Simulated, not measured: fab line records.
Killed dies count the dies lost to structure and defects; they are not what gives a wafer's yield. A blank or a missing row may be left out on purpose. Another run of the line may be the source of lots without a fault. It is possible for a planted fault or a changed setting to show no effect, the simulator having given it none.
fab line records	flow n5-finfet
[record] lots = 8	wafers = 23	last-day = 18
route steps=1938 shown WELL_APT@56 PMOS_HMC_CHANNEL_EPI@81 FIN_SAQP@96 BEOL_M4@1111 PASSIVATION@1936
lots with no fault: from the same line, run without faults
start-h: hours from the record's first day to the start of the lot's first wafer shown	wait-h: hours elapsed since this lot's preceding step	" identical to the entry in the row above	L1.1+2: a single row standing in for several wafers	- either no value or no given start	* or withheld: withheld	< > ~ a bound
route shown NAME@n: names a module that has steps shown in the file, with the first one's number in the route	usual: mean/standard deviation taken from wafers without a fault	same: alike in all rows	chamber/n: place in a boat	sites: the reading at each site	_std_site: how widely they spread, as a standard deviation	_edge_site: mean of outer sites minus mean of inner sites	radius-mm: how far each site lies from the wafer's centre	mask NAME#n: copy n	behind: the tool/chamber that last shaped the wafer	hold: why the lot was held/for how many hours/how that ended	device: the n, p or np transistor that did not switch	end of line: the route-end tests of the same wafers	a step without rows: its recipe alone	killed: count of dies lost to structure and defects at first sort (not the wafer's yield)	map: per-die view of a wafer (x killed, . not killed, _ where there is no die)
set.NAME: the setting the step ran with; set.NAME@STEP: the setting that earlier step ran with	model.NAME: the simulator's own value behind a step, which no gauge read
steps of the route over a sample of lots; a table a step, a row a wafer
services: when a tool's chamber went out of use (start-h, in hours from the record's first day, below 0 if earlier), for how many hours, and the reason
[[steps]]
[step N5_WELL_APT_INSPECT_38]
[recipe] inspect-instrument = darkfield	mode = post-epi
[usual] raw-defect-count = 12/5.4
lot.wafer	tool	chamber	start-h	wait-h	raw-defect-count
L781.1	defect-inspect-01	-	47.59	0.5	10
L781.3	"	-	"	"	7
L781.4	"	-	"	"	4
L784.1	defect-inspect-02	-	64.81	0.5	14
L784.4	"	-	"	"	10
L784.5	"	-	"	"	14
L785.5	defect-inspect-01	-	70.87	0.1	20
L785.6	"	-	"	"	18
L791.3	defect-inspect-01	-	107.22	0.4	10
L791.5	"	-	"	"	8
L791.6	"	-	"	"	6
L793.2	defect-inspect-02	-	118.81	0.4	17
L793.3	"	-	"	"	17
L793.5	"	-	"	"	16
L796.3	defect-inspect-01	-	137.03	0.4	9
L796.4	"	-	"	"	3
L796.6	"	-	"	"	9
L797.1	defect-inspect-01	-	143.20	0.7	14
L797.5	"	-	"	"	15
L797.6	"	-	"	"	10
L799.3	defect-inspect-02	-	155.51	0.4	20
L799.4	"	-	"	"	10
L799.6	"	-	"	"	10
[step N5_PMOS_HMC_CHANNEL_EPI_CMP_21]
[recipe] material = SiGe30	post-cmp-clean = alkaline-brush	target-thk-nm = 54
[usual] motor-current-A = 12.2/1.3	pad-life-wafers = 790/520	slurry-flow-ml-min = 150.0/0.46
lot.wafer	tool	chamber	start-h	wait-h	motor-current-A	pad-life-wafers	slurry-flow-ml-min
L781.4	cmp-01	0	50.41	0.1	11.5	325	150.2
L781.1	"	1	"	"	12.6	326	149.4
L781.3	"	2	"	"	11.4	327	149.3
L784.4	cmp-01	1	67.70	0.0	13.2	486	150.5
L784.1	"	3	"	"	12.8	488	149.7
L784.5	"	1	"	"	12.2	-	150.4
L785.5	cmp-01	3	73.55	0.2	12.9	-	150.0
L785.6	"	0	"	"	11.1	-	150.2
L791.3	cmp-04	1	110.02	0.1	10.0	553	150.0
L791.5	"	0	"	"	12.3	-	149.3
L791.6	"	1	"	"	10.0	-	149.8
L793.3	cmp-04	1	121.32	0.0	9.8	636	150.3
L793.2	"	3	"	"	14.9	638	150.3
L793.5	"	1	"	"	10.0	-	149.6
L796.4	cmp-03	0	140.36	0.0	11.3	1626	148.9
L796.3	"	2	"	"	11.2	1628	149.4
L796.6	"	0	"	"	10.9	-	149.9
L797.1	cmp-01	0	145.64	0.1	12.2	1088	150.1
L797.6	"	2	"	"	11.7	-	150.4
L797.5	"	3	"	"	12.1	-	149.9
L799.3	cmp-01	1	158.52	0.1	13.1	1189	149.7
L799.4	"	2	"	"	11.1	1190	150.4
L799.6	"	1	"	"	13.0	-	149.8
[step N5_FIN_SAQP_HM_DEP_03]
[recipe] material = SiNx	target-thk-a = 380	temp-c = 400	precursor = SiH4/NH3/N2	pressure-torr = 1.5	rf-w = 300	time-s = 33.6
[usual] heater-power-w = 780/77	showerhead-plenum-p-Torr = 5.12/0.061	showerhead-vpp-V = 1059/52	throttle-valve-pct = 40.7/1.5
lot.wafer	tool	chamber	start-h	wait-h	heater-power-w	showerhead-plenum-p-Torr	showerhead-vpp-V	throttle-valve-pct
L781.1	pecvd-01	0	51.80	0.2	748	5.04	1038	42.6
L781.3	"	1	"	"	738	5.10	1200	42.6
L781.4	"	0	"	"	717	5.05	1017	42.3
L784.1	pecvd-01	1	69.22	0.2	674	5.10	1179	42.8
L784.4	"	1	"	"	665	5.11	1168	42.6
L784.5	"	2	"	"	720	5.14	1047	40.2
L785.5	pecvd-01	0	74.94	0.1	734	5.04	1030	42.5
L785.6	"	1	"	"	713	5.11	1190	42.9
L791.3	pecvd-02	2	111.52	0.1	925	5.10	1074	38.6
L791.5	"	0	"	"	853	5.28	1060	39.9
L791.6	"	2	"	"	931	5.10	1070	38.4
L793.2	pecvd-02	0	122.64	0.2	835	5.28	1059	40.2
L793.3	"	2	"	"	896	5.10	1068	38.5
L793.5	"	1	"	"	809	5.12	1058	41.9
L796.3	pecvd-03	2	142.13	0.1	744	5.05	1004	40.4
L796.4	"	1	"	"	786	5.17	1037	40.5
L796.6	"	0	"	"	694	5.14	1060	39.4
L797.1	pecvd-03	1	146.88	0.2	804	5.16	1025	40.6
L797.5	"	1	"	"	807	5.16	1047	40.6
L797.6	"	2	"	"	722	5.06	1017	40.5
L799.3	pecvd-03	2	160.44	0.1	644	5.06	1015	40.5
L799.4	"	0	"	"	727	5.12	1042	39.2
L799.6	"	2	"	"	668	5.06	1007	40.4
[step N5_FIN_SAQP_THK_MEAS_05]
[usual] thk-nm = 37.9/0.62
lot.wafer	tool	chamber	start-h	wait-h	thk-nm
L781.1	film-metro-02	-	51.89	0.1	37.8
L781.3	"	-	"	"	37.2
L781.4	"	-	"	"	38.6
L784.1	film-metro-02	-	69.30	0.1	36.4
L784.4	"	-	"	"	37.1
L784.5	"	-	"	"	67.1
L785.5	film-metro-01	-	75.00	0.0	67.5
L785.6	"	-	"	"	37.4
L791.3	film-metro-01	-	111.61	0.1	38.1
L791.5	"	-	"	"	38.5
L791.6	"	-	"	"	38.7
L793.2	film-metro-01	-	122.73	0.1	37.8
L793.3	"	-	"	"	37.8
L793.5	"	-	"	"	38.4
L796.3	film-metro-02	-	142.22	0.1	37.0
L796.4	"	-	"	"	38.3
L796.6	"	-	"	"	38.6
L797.1	film-metro-02	-	146.97	0.1	37.5
L797.5	"	-	"	"	38.8
L797.6	"	-	"	"	38.0
L799.3	film-metro-01	-	160.53	0.1	37.0
L799.4	"	-	"	"	38.9
L799.6	"	-	"	"	38.1
[step N5_FIN_SAQP_OVL_MEAS_17]
[recipe] points-per-wafer = 44
[usual] FIN_CORE_OVL = 0.3/0.83
[same] points-per-wafer = 44
lot.wafer	tool	chamber	start-h	wait-h	FIN_CORE_OVL[nm]
L781.1	overlay-01	0	52.50	0.0	-1.3
L781.3	"	0	"	"	-0.2
L781.4	"	0	"	"	-1.4
L784.1	overlay-02	0	70.04	0.0	0.6
L784.4	"	0	"	"	-1.0
L784.5	"	0	"	"	-1.4
L785.5	overlay-01	0	75.61	0.0	-0.2
L785.6	"	0	"	"	0.4
L791.3	overlay-01	0	112.23	0.0	0.6
L791.5	"	0	"	"	-0.1
L791.6	"	0	"	"	-0.9
L793.2	overlay-02	0	123.46	0.0	0.8
L793.3	"	0	"	"	0.9
L793.5	"	0	"	"	2.3
L796.3	overlay-01	0	142.95	0.0	-0.5
L796.4	"	0	"	"	-0.4
L796.6	"	0	"	"	0.1
L797.1	overlay-01	0	147.70	0.0	0.7
L797.5	"	0	"	"	1.2
L797.6	"	0	"	"	0.8
L799.3	overlay-02	0	161.14	0.0	1.2
L799.4	"	0	"	"	1.1
L799.6	"	0	"	"	2.2
[step N5_FIN_SAQP_HM_OPEN_33]
[recipe] chemistry = CH3F/O2	target = SiNx	mask-material = SiO2	target-depth-a = 494	time-s = 70.6	pressure-mtorr = 30	source-w = 395	bias-w = 73	Ar_flow_sccm = 150	CH3F_flow_sccm = 30	O2_flow_sccm = 20	ion-energy-ev = 120	ends = cleared
[usual] CH3F_flow_sccm = 30.00/0.098	bias-w = 73.00/0.22	drypump-motor-current-A = 5.6/0.48	etch-rf-on-time-s = 69.5/1.9	mfc-ar-sccm = 150.1/0.46	oes-product-au = 0.63/0.051	rf-vpp-V = 295/7	showerhead-plenum-p-Torr = 2.00/0.069	throttle-valve-pct = 16.33/0.16
lot.wafer	tool	chamber	start-h	wait-h	CH3F_flow_sccm	bias-w	drypump-motor-current-A	etch-rf-on-time-s	mfc-ar-sccm	oes-product-au	rf-hours-counter-h	rf-vpp-V	showerhead-plenum-p-Torr	throttle-valve-pct
L781.1	rie-diel-05	2	58.66	0.0	29.98	73.33	6.2	67.0	150.7	0.64	154	285	1.92	16.55
L781.3	"	1	"	"	30.07	73.12	5.4	70.0	150.0	0.63	144	293	1.99	16.38
L781.4	"	3	"	"	30.11	73.05	4.8	70.0	150.3	0.64	149	297	2.08	16.28
L784.1	rie-diel-01	3	73.85	0.0	29.95	73.00	5.7	69.2	149.1	0.57	228	301	1.97	16.33
L784.4	"	2	"	"	29.86	72.95	5.5	66.3	150.2	0.62	238	290	1.89	16.31
L784.5	"	1	"	"	29.82	72.81	5.9	122.6	150.7	0.65	-	305	2.07	16.33
L785.5	rie-diel-05	1	79.82	0.1	30.14	-	5.4	127.4	149.7	0.64	-	288	1.98	16.40
L785.6	"	0	"	"	29.99	72.85	5.2	70.5	150.5	0.62	-	287	2.00	16.12
L791.3	rie-diel-03	3	116.33	0.0	29.97	73.26	6.4	68.4	150.3	0.68	104	294	1.92	16.49
L791.5	"	0	"	"	30.03	73.06	5.2	68.8	150.6	0.60	-	294	1.92	16.59
L791.6	"	1	"	"	29.83	73.25	5.4	69.8	149.6	0.82	-	295	1.97	15.85
L793.2	rie-diel-05	3	127.26	0.0	30.24	73.23	4.8	67.9	149.7	0.63	175	297	2.08	16.31
L793.3	"	1	"	"	29.85	72.76	5.4	72.6	149.1	0.62	166	290	1.98	16.42
L793.5	"	1	"	"	29.87	73.11	5.4	73.6	149.6	0.62	-	291	1.98	16.43
L796.3	rie-diel-01	0	147.32	0.1	30.07	73.14	6.0	68.5	149.7	0.60	198	304	2.06	16.39
L796.4	"	1	"	"	29.92	72.89	5.9	70.7	149.7	0.61	-	307	2.06	16.40
L796.6	"	0	"	"	30.10	73.06	6.0	71.1	149.9	0.60	-	303	2.06	16.40
L797.1	rie-diel-05	3	153.15	0.0	30.13	72.83	4.8	69.1	150.3	0.62	182	296	2.07	16.33
L797.5	"	3	"	"	29.99	72.80	4.8	70.8	151.0	0.62	-	296	2.07	16.34
L797.6	"	0	"	"	29.92	73.09	5.2	72.2	149.5	0.59	-	287	1.99	16.15
L799.3	rie-diel-05	1	165.26	0.0	30.07	72.69	5.4	70.6	149.8	0.61	179	291	1.98	16.45
L799.4	"	2	"	"	30.14	72.88	6.2	70.8	150.2	0.60	193	285	1.91	16.61
L799.6	"	1	"	"	30.04	72.57	5.4	72.6	150.8	0.61	-	292	1.98	16.44
[step N5_BEOL_M4_RC_MEAS_101]
[usual] DIBL_N = 37.0/2.3	DIBL_P = 37.3/2.8	IOFF_N = 0.17/0.046	IOFF_P = 0.23/0.054	ION_N = 675/14	ION_P = 460/9.3	SS_N = 71.7/0.73	SS_P = 73.6/0.95	VT_N = 249/3.9	VT_P = -250/3.9
lot.wafer	tool	chamber	start-h	wait-h	DIBL_N[mV/V]	DIBL_P[mV/V]	IOFF_N[nA/um]	IOFF_P[nA/um]	ION_N[uA/um]	ION_P[uA/um]	SS_N[mV/dec]	SS_P[mV/dec]	VT_N[mV]	VT_P[mV]
L781.1	prober-01	0	201.22	0.0	36.5	38.2	0.19	0.25	691	469	72.1	73.1	246	-247
L781.3	"	0	"	"	34.8	36.0	0.14	0.21	653	455	71.9	71.4	251	-248
L781.4	"	0	"	"	40.1	43.2	0.28	0.37	701	483	72.7	74.5	242	-242
L784.1	prober-01	0	221.92	0.0	38.9	41.4	0.20	0.29	679	467	71.3	74.8	248	-246
L784.4	"	0	"	"	37.5	38.2	0.16	0.23	682	470	72.1	74.1	249	-250
L784.5	"	0	"	"	35.7	36.4	0.13	0.20	667	462	71.5	73.6	256	-251
L785.5	prober-02	0	222.87	0.6	32.5	30.6	0.10	0.16	652	455	70.8	71.9	257	-251
L785.6	"	0	"	"	41.2	42.4	0.27	0.37	700	473	73.1	74.4	244	-243
L791.3	prober-01	0	275.61	0.3	36.8	37.9	0.16	0.22	677	459	71.4	72.9	249	-250
L791.5	"	0	"	"	39.9	41.1	0.19	0.27	679	466	72.4	74.2	248	-249
L791.6	"	0	"	"	36.6	36.6	0.16	0.19	673	457	71.0	73.1	248	-252
L793.2	prober-02	0	286.35	0.2	33.5	30.7	0.10	0.13	640	440	71.0	72.3	257	-258
L793.3	"	0	"	"	36.2	35.0	0.14	0.18	664	452	71.2	73.1	250	-254
L793.5	"	0	"	"	37.3	35.0	0.16	0.18	666	448	72.1	73.3	250	-253
L796.3	prober-01	0	302.09	0.3	38.3	39.4	0.20	0.24	673	456	71.8	73.6	247	-251
L796.4	"	0	"	"	36.8	38.0	0.17	0.21	671	455	72.3	72.9	250	-252
L796.6	"	0	"	"	37.2	38.0	0.18	0.22	666	455	71.8	73.7	248	-250
L797.1	prober-01	0	308.46	0.0	37.8	36.6	0.16	0.20	677	459	71.3	73.3	250	-256
L797.5	"	0	"	"	38.4	36.6	0.16	0.21	656	444	71.8	72.9	253	-252
L797.6	"	0	"	"	40.4	38.7	0.22	0.24	668	451	72.2	73.2	247	-253
L799.3	prober-01	0	318.13	0.3	37.3	38.5	0.16	0.18	675	450	72.0	74.2	252	-257
L799.4	"	0	"	"	37.0	38.7	0.17	0.18	675	449	71.9	73.9	251	-256
L799.6	"	0	"	"	33.1	34.3	0.10	0.13	656	445	70.3	72.1	256	-258
[step N5_PASSIVATION_PROBE_49]
[usual] defect-limited-yield = 91.5/1.3	killed_at_M0_to_M3 = 36/10	killed_at_M4_up = 13/4.7	killed-at-contacts = 13/6.7	killed-at-front-end = 37/9.7	killed-at-other = 2.6/2.3	killed-dies = 101/15	killed-on-rim = 14/4.3	killed-open = 67/12	killed-short = 32/6.7	sort_bin_4_leakage = 0.0/0.31	sort_bin_5_function = 5.0/0.89	sort_bin_6_memory = 3.2/0.63	sort_bin_8_speed = 0.01/0.03	sort-n-pass = 1079/16	sort-yield-pct = 91.4/1.4
[same] gross-dies = 1180	killed-at-back-side = 0
lot.wafer	tool	chamber	start-h	wait-h	defect-limited-yield[%]	killed_at_M0_to_M3	killed_at_M4_up	killed-at-contacts	killed-at-front-end	killed-at-other	killed-dies	killed-on-rim	killed-open	killed-short	sort_bin_4_leakage[%]	sort_bin_5_function[%]	sort_bin_6_memory[%]	sort_bin_8_speed[%]	sort-n-pass	sort-yield-pct[%]
L785.5	prober-02	-	336.02	0.2	91.4	26	13	8	54	1	102	12	70	27	0	3.9	4.0	0.08	1077	91.3
L796.6	prober-02	-	404.62	0.3	92.1	30	13	13	36	1	93	7	60	30	0	4.4	3.3	0	1087	92.1
// killed by level:class
L785.5 STI_FIN_REVEAL:geometric-particle:open=15 FIN_SAQP:geometric-particle:open=9 FIN_SAQP:geometric-particle:short=8 BEOL_M5:geometric-particle:open=8 MOL_CONTACT_COAG:geometric-particle:open=7 BEOL_M1:geometric-particle:open=6 BEOL_M2:geometric-particle:open=5 STI_FIN_REVEAL:geometric-particle:short=4
L796.6 MOL_CONTACT_COAG:geometric-particle:open=12 FIN_SAQP:geometric-particle:short=8 FIN_SAQP:geometric-particle:open=7 BEOL_M0_SAQP:geometric-particle:open=7 DUMMY_GATE:geometric-particle:open=6 BEOL_M3:geometric-particle:open=5 BEOL_M4:geometric-particle:open=5 BEOL_M0_SAQP:geometric-particle:short=4
[[services]]
tool	chamber	start-h	hours	kind
cmp-04	-	31.29	4.0	pm
cmp-04	-	35.29	-	consumable-replace:conditioner
cmp-04	-	35.29	-	consumable-replace:pad
rie-diel-03	-	37.29	15.6	pm
cmp-04	-	39.21	0.7	repair
pecvd-02	2	46.21	5.4	repair
rie-diel-01	0	55.61	8.9	repair
rie-diel-03	2	62.77	34.7	repair
cmp-04	-	66.46	3.1	repair
rie-diel-05	-	71.97	0.2	repair
rie-diel-01	2	91.24	11.0	repair
rie-diel-05	1	93.44	4.1	repair
pecvd-03	-	95.06	6.0	pm
cmp-04	-	103.68	1.0	repair
pecvd-03	-	117.39	2.8	pm
rie-diel-01	2	119.57	-	clean
rie-diel-01	2	119.57	-	consumable-replace:focus-ring
rie-diel-01	2	119.57	-	consumable-replace:showerhead
rie-diel-01	2	119.57	18.6	scheduled-down
cmp-01	-	132.40	5.5	pm
cmp-04	-	140.01	3.1	pm
pecvd-03	-	157.33	1.4	repair
pecvd-03	0	162.20	-	calibration
pecvd-03	2	162.86	5.5	scheduled-down
[[key]]
[first-sign] step = N5_FIN_SAQP_THK_MEAS_05	reading = thk-nm	direction = up	sigmas = 48	usual = *	struck = *
[effect] step = N5_FIN_SAQP_HM_OPEN_33	reading = etch-rf-on-time-s	direction = up	sigmas = 29	usual = *	struck = *
met-at N5_FIN_SAQP_HM_DEP_03
struck-lots L784,L785
struck-wafers L784.5,L785.5
not-acting-at N5_WELL_APT_INSPECT_38,N5_PMOS_HMC_CHANNEL_EPI_CMP_21,N5_FIN_SAQP_OVL_MEAS_17
onset-between 51.80 69.22
[fault] kind = process-parameter-drift	tool = pecvd-01	chamber = -	onset-h = 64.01	steps = N5_FIN_SAQP_HM_DEP_03	channel = time-s	offset = *	shape = step	end-h = 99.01	scope = struck-wafers-only	acts-in = *	stated = *
